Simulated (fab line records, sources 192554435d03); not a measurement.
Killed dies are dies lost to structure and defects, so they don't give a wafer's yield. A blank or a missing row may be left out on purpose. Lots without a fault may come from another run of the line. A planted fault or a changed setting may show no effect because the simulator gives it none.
Chamber matching | flow n5_finfet | N5_MOL_CONTACT_COAG_ETCH_47 on rie_diel-03: 4 sister chambers
The step etches SiNx in CH3F/O2, stops on W, target depth 27 nm. 4 wafers are shown with their chamber, then 9 later ones without.

WAFERS WITH THEIR CHAMBER
wafer  | chamber | showerhead_plenum_p_Torr (Torr)
L082.1 | 2       | 2.02
L084.5 | 3       | 2.06
L085.5 | 1       | 2.05
L085.6 | 0       | 1.83

WAFERS WITHOUT THEIR CHAMBER
wafer  | showerhead_plenum_p_Torr (Torr)
L086.2 | 1.83
L086.5 | 1.83
L086.6 | 2.06
L090.1 | 2.01
L090.4 | 1.83
L090.6 | 2.05
L092.1 | 2.05
L092.2 | 2.01
L092.3 | 1.82

WHICH CHAMBER EACH WENT THROUGH
wafer  | from the rows above     | in truth
L086.2 | 0                       | 0
L086.5 | 0                       | 0
L086.6 | can't be placed: 3 or 1 | 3
L090.1 | 2                       | 2
L090.4 | 0                       | 0
L090.6 | can't be placed: 1 or 3 | 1
L092.1 | can't be placed: 1 or 3 | 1
L092.2 | 2                       | 2
L092.3 | 0                       | 0
Placed correctly: 6 of 9. Can't be placed from these rows: 3 (the true chamber is among the candidates in 3). Placed wrongly: 0.
How it was worked out, from the rows above alone: a wafer's distance from a chamber is the root of the sum, over the readings, of the square of ((its reading less the chamber's mean) divided by the reading's scatter). The wafer belongs to the nearest chamber; if the next one is less than 2 further off, it can't be placed. A chamber's mean is the mean of its shown wafers. The scatter: with one shown wafer a chamber, the root of the mean of the squares of how far each hidden wafer lies from its nearest shown one.
